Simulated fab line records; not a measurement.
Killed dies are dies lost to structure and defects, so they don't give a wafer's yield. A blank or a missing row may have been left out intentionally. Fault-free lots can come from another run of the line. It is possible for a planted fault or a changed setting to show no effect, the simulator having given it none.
Split-lot study :: flow n5 finfet :: on a route of 1938 steps: 7 lots, 21 wafers read

ON THE SPLIT
At N5_SD_EPI_P_EPI_21 (deposits SiGe:B, time 355 s), the setting time s was moved away from the recipe's 355 s on 11 of the 21 wafers read, by -12.0% to +13.1%. The other wafers ran this setting at the recipe's value.

FROM THE SPLIT TO THE READING: what the file shows between them, 5 steps
- N5_SD_EPI_P_EPI_MEAS_23
- N5_SD_EPI_P_HM_STRIP_48: strips SiNx in H3PO4, material SiNx, target depth 3 nm
- N5_SD_EPI_P_SRD_49: time 30 s
- N5_SD_ACTIVATION_RTA_00: time 0 s
- N5_SD_ACTIVATION_LSA_01: time 0.0008 s

THE READING
RS_SD_P, in ohm/sq, at N5_SD_ACTIVATION_RS_MEAS_03 (measures by four-point-probe). On this fab line, fault-free wafers typically give 56.1 ohm/sq with a standard deviation of 0.95 ohm/sq.

wafer: L074.2
tool, chamber at the split: epi rpcvd-01, 0
time s as run, s: 327.3
against the recipe: -7.8%
RS_SD_P, ohm/sq: 59.1
against lot-mates on the recipe: no lot-mate on the recipe

wafer: L074.3
tool, chamber at the split: epi rpcvd-01, 0
time s as run, s: 327.3
against the recipe: -7.8%
RS_SD_P, ohm/sq: 58.8
against lot-mates on the recipe: no lot-mate on the recipe

wafer: L074.5
tool, chamber at the split: epi rpcvd-01, 0
time s as run, s: 327.3
against the recipe: -7.8%
RS_SD_P, ohm/sq: 58.3
against lot-mates on the recipe: no lot-mate on the recipe

wafer: L076.1
tool, chamber at the split: epi rpcvd-03, 0
time s as run, s: 355
against the recipe: recipe
RS_SD_P, ohm/sq: 56.3
against lot-mates on the recipe: -

wafer: L076.4
tool, chamber at the split: epi rpcvd-03, 0
time s as run, s: 401.4
against the recipe: +13.1%
RS_SD_P, ohm/sq: 51.1
against lot-mates on the recipe: -5.2

wafer: L076.6
tool, chamber at the split: epi rpcvd-03, 0
time s as run, s: 401.4
against the recipe: +13.1%
RS_SD_P, ohm/sq: 52.5
against lot-mates on the recipe: -3.8

wafer: L077.1
tool, chamber at the split: epi rpcvd-03, 0
time s as run, s: 322.5
against the recipe: -9.2%
RS_SD_P, ohm/sq: 59.3
against lot-mates on the recipe: +3.2

wafer: L077.3
tool, chamber at the split: epi rpcvd-03, 0
time s as run, s: 355
against the recipe: recipe
RS_SD_P, ohm/sq: 56.1
against lot-mates on the recipe: -

wafer: L077.5
tool, chamber at the split: epi rpcvd-03, 0
time s as run, s: 322.5
against the recipe: -9.2%
RS_SD_P, ohm/sq: 59.5
against lot-mates on the recipe: +3.4

wafer: L082.2
tool, chamber at the split: epi rpcvd-04, 0
time s as run, s: 355
against the recipe: recipe
RS_SD_P, ohm/sq: 55.9
against lot-mates on the recipe: -

wafer: L082.3
tool, chamber at the split: epi rpcvd-04, 0
time s as run, s: 312.5
against the recipe: -12.0%
RS_SD_P, ohm/sq: 60.8
against lot-mates on the recipe: +4.8

wafer: L082.6
tool, chamber at the split: epi rpcvd-04, 0
time s as run, s: 355
against the recipe: recipe
RS_SD_P, ohm/sq: 56.1
against lot-mates on the recipe: -

wafer: L086.1
tool, chamber at the split: epi rpcvd-04, 0
time s as run, s: 314.8
against the recipe: -11.3%
RS_SD_P, ohm/sq: 58.6
against lot-mates on the recipe: +4.7

wafer: L086.2
tool, chamber at the split: epi rpcvd-04, 0
time s as run, s: 314.8
against the recipe: -11.3%
RS_SD_P, ohm/sq: 58.4
against lot-mates on the recipe: +4.5

wafer: L086.5
tool, chamber at the split: epi rpcvd-04, 0
time s as run, s: 355
against the recipe: recipe
RS_SD_P, ohm/sq: 53.9
against lot-mates on the recipe: -

wafer: L091.1
tool, chamber at the split: epi rpcvd-01, 0
time s as run, s: 355
against the recipe: recipe
RS_SD_P, ohm/sq: 56.3
against lot-mates on the recipe: -

wafer: L091.2
tool, chamber at the split: epi rpcvd-01, 0
time s as run, s: 355
against the recipe: recipe
RS_SD_P, ohm/sq: 55.5
against lot-mates on the recipe: -

wafer: L091.6
tool, chamber at the split: epi rpcvd-01, 0
time s as run, s: 355
against the recipe: recipe
RS_SD_P, ohm/sq: 55.9
against lot-mates on the recipe: -

wafer: L097.1
tool, chamber at the split: epi rpcvd-03, 0
time s as run, s: 393.8
against the recipe: +10.9%
RS_SD_P, ohm/sq: 51.0
against lot-mates on the recipe: -3.4

wafer: L097.4
tool, chamber at the split: epi rpcvd-03, 0
time s as run, s: 355
against the recipe: recipe
RS_SD_P, ohm/sq: 54.5
against lot-mates on the recipe: -

wafer: L097.5
tool, chamber at the split: epi rpcvd-03, 0
time s as run, s: 355
against the recipe: recipe
RS_SD_P, ohm/sq: 54.2
against lot-mates on the recipe: -

FIT RESULTS
A straight line over all 21 wafers: RS_SD_P changes by -0.346 ohm/sq for each +1% of time s; r = -0.95; the points scatter about the line by 0.9 ohm/sq.
The same after taking each lot's own level away (the mean of its wafers on the recipe; 18 wafers): -0.364 ohm/sq for each +1%; r = -0.99; scatter 0.37 ohm/sq.
According to that fit, moving time s by its largest amount changes the reading by 4.8 ohm/sq.
The lots' own levels span 53.90 to 56.30 ohm/sq, that is 2.5 times the standard deviation above.
Consequently the slope shifts little with the lot-to-lot level, the two slopes agreeing.
Check: for one of the wafers moved furthest among these (+13.1%), held out of the fit, the line's prediction against its lot-mates is -4.42 ohm/sq. Against them it came out at -5.2 ohm/sq.

OTHER SPLITS APPLIED TO THESE WAFERS
Other splits were also applied to these wafers ahead of the reading. Each is held against what the fit with the lots' levels taken away leaves over:
other split on the same wafers: N5_FIN_CUT_EXPOSE_05 dose mj
wafers away from the commonest value: 8
r with RS_SD_P (lot level and that fit taken away): +0.35

other split on the same wafers: N5_DUMMY_GATE_COAT_35 spin rpm
wafers away from the commonest value: 4
r with RS_SD_P (lot level and that fit taken away): +0.05

other split on the same wafers: N5_DUMMY_GATE_EXPOSE_12 dose mj
wafers away from the commonest value: 5
r with RS_SD_P (lot level and that fit taken away): +0.27

other split on the same wafers: N5_SD_EPI_P_EXPOSE_06 dose mj
wafers away from the commonest value: 7
r with RS_SD_P (lot level and that fit taken away): +0.54

other split on the same wafers: N5_SD_EPI_P_PEB_07 peb time s
wafers away from the commonest value: 10
r with RS_SD_P (lot level and that fit taken away): -0.17

other split on the same wafers: N5_SD_EPI_P_ETCH_16 target depth a
wafers away from the commonest value: 9
r with RS_SD_P (lot level and that fit taken away): -0.27

THE WHOLE CHAIN: every reading that the file lists as answering this split, in the file's order
step: N5_SD_EPI_P_EPI_21
what it does: deposits SiGe:B, time 355 s
reading: SiGe-B_of_SD_EPI_P_EPI_21.thk nm (the simulator's own value, which no gauge read)
change (the file's fit): +0.386 nm for each +1% of the setting
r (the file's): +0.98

step: N5_SD_EPI_P_EPI_MEAS_23
what it does: 
reading: thk nm
change (the file's fit): withheld for each +1% of the setting
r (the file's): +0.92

step: N5_SD_ACTIVATION_RS_MEAS_03
what it does: measures by four-point-probe
reading: RS_SD_P
change (the file's fit): -0.362 for each +1% of the setting
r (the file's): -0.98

THE FILE'S OWN FIT
RS_SD_P changes by -0.362 ohm/sq for each +1% of time s, r = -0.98.
